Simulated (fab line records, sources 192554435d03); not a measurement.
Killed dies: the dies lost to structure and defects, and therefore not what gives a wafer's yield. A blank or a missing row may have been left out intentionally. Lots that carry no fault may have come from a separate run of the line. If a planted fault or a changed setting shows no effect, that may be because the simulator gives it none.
Struck lot and sound lot, side by side    flow n5 finfet    17 steps out of a route of 1938
Sound: wafers L772.1, L772.2, L772.5. Wafers struck: L790.3, L790.4, L790.5. The cause is given at the end.
For every step that has rows: the tool of each side, followed by ch and its chambers, followed by its first start. Under that, the readings that differ: sound wafers    struck wafers    difference of the means    sigmas: that difference in standard deviations of wafers without a fault.
alike: readings with means less than 2 such deviations apart, plus words and numbers identical on both sides. not compared: withheld readings, readings lacking a value on some wafer, bounds such as >300 that could conceal the same value, and numbers that have no deviation in the record and whose values overlap.
The two part at a step that has a row with sigmas, a row that says differs or no value, or rows on one side only. Numbers that don't overlap but have no deviation are shown without sigmas and don't part them. Lack of a reading on every wafer of one side parts them only where that side has two or more wafers.

first, 1 step without rows for these wafers: N5_GATE_CUT_DEVELOP_12 (develop time 30 s).
N5_GATE_CUT_CD_MEAS_13: the cd target is 20 nm.
  sound on cd sem-03 ch 0, day 4 20:03; struck on cd sem-03 ch 0, day 9 05:05
  alike: cd nm
N5_GATE_CUT_OVL_MEAS_14:
  sound on overlay-02 ch 0, day 4 20:05; struck on overlay-01 ch 0, day 9 05:07
  alike: GATE_CUT_OVL
N5_GATE_CUT_INSPECT_15: inspects for defects (brightfield).
  struck on defect inspect-01, day 9 05:10; sound on defect inspect-02, day 4 20:08
  alike: raw defect count
then, 2 steps without rows for these wafers: N5_GATE_CUT_DESCUM_18 (chemistry O2, time 7 s); N5_GATE_CUT_ETCH_28 (etches underlayer in N2/H2, target depth 13 nm, time 10.4 s).
N5_GATE_CUT_ETCH_36: etches SiARC in CF4, target depth 13 nm, time 21.7 s.
  sound on rie diel-04 ch 0,1,2, day 4 20:14; struck on rie diel-04 ch 2,3, day 9 05:16
  alike: bias w, drypump motor current A, etch rf on time s, oes product au, rf vpp V, showerhead plenum p Torr, throttle valve pct
  not compared: rf hours counter h
N5_GATE_CUT_ETCH_37: etches SOC in N2/H2, target depth 60 nm, overetch 12 nm, time 90 s.
  sound on rie diel-04 ch 0,1,2, day 4 20:16; struck on rie diel-04 ch 2,3, day 9 05:18
  alike: bias w, drypump motor current A, h2 flow sccm, oes product au, rf vpp V, showerhead plenum p Torr, throttle valve pct
  not compared: rf hours counter h
then, 2 steps without rows for these wafers: N5_GATE_CUT_STRIP_38 (strips in N2/H2); N5_GATE_CUT_STRIP_39 (strips in N2/H2).
N5_GATE_CUT_HM_OPEN_40: chemistry C4F6/O2, target SiO2, target depth 139 nm, time 85.1 s.
  sound on rie diel-04 ch 0,1,2, day 4 20:21; struck on rie diel-04 ch 2,3, day 9 05:23
  alike: bias w, drypump motor current A, etch rf on time s, oes_f_703_au, oes product au, rf vpp V, showerhead plenum p Torr, throttle valve pct
  not compared: rf hours counter h
N5_GATE_CUT_STRIP_41: strips in CF4.
  sound on rie diel-04 ch 0,1,2, day 4 20:25; struck on rie diel-04 ch 2,3, day 9 05:26
  alike: bias power w, cf4 flow sccm, drypump motor current A, oes product au, rf vpp V, showerhead plenum p Torr, throttle valve pct
  not compared: rf hours counter h
N5_GATE_CUT_STRIP_42: strips in O2.
  sound on rie diel-04 ch 0,1,2, day 4 20:26; struck on rie diel-04 ch 2,3, day 9 05:28
  no value came back on the struck wafers for any of 7 readings (bias power w (W), chamber pressure mTorr (mTorr) and others); on the sound wafers bias power w (W) reads 0 0 0
reading                                    sound  struck        difference  sigmas
model.SOC_of_GATE_CUT_COAT_34.thk nm (nm)  0 0 0  33.4 33 32.8  +33.1       
  not compared: rf hours counter h
N5_GATE_CUT_ETCH_19: etches SiNx in CH3F/O2, target depth 53.7 nm, time 76.7 s.
  sound on rie diel-04 ch 0,1,2, day 4 20:28; struck on rie diel-04 ch 2,3, day 9 05:30
reading                                    sound  struck          difference  sigmas
model.SOC_of_GATE_CUT_COAT_34.thk nm (nm)  0 0 0  13.6 13.2 13.2  +13.3       
  alike: bias w, drypump motor current A, etch rf on time s, oes_f_703_au, oes product au, rf vpp V, showerhead plenum p Torr, throttle valve pct
  not compared: rf hours counter h
N5_GATE_CUT_CUT_ETCH_53: etches W in SF6/Cl2, target depth 79.2 nm.
  sound on rie metal-03 ch 0,1, day 4 20:35; struck on rie metal-02 ch 0,1, day 9 05:38
  alike: bias w, drypump motor current A, etch rf on time s, oes product au, throttle valve pct
  not compared: rf hours counter h
-- a jump in the record: the struck wafers' starts before and after are 4 days apart (it breaks off in module GATE_CUT and resumes in module BEOL_M4, where the first step shown is number 1111 of the route) --
N5_BEOL_M4_RC_MEAS_101:
  sound on prober-01 ch 0, day 8 14:40; struck on prober-02 ch 0, day 12 21:37
  alike: DIBL_N, DIBL_P, IOFF_N, IOFF_P, ION_N, ION_P, SS_N, SS_P, VT_N, VT_P
N5_PASSIVATION_PROBE_49:
  the record holds rows for the sound wafers here (prober-01, day 12 22:58) but none for the struck ones

## WHERE THEY PART
Last at N5_PASSIVATION_PROBE_49 as far as this record goes, first at N5_GATE_CUT_STRIP_42.

WHY: the cause the simulator had injected
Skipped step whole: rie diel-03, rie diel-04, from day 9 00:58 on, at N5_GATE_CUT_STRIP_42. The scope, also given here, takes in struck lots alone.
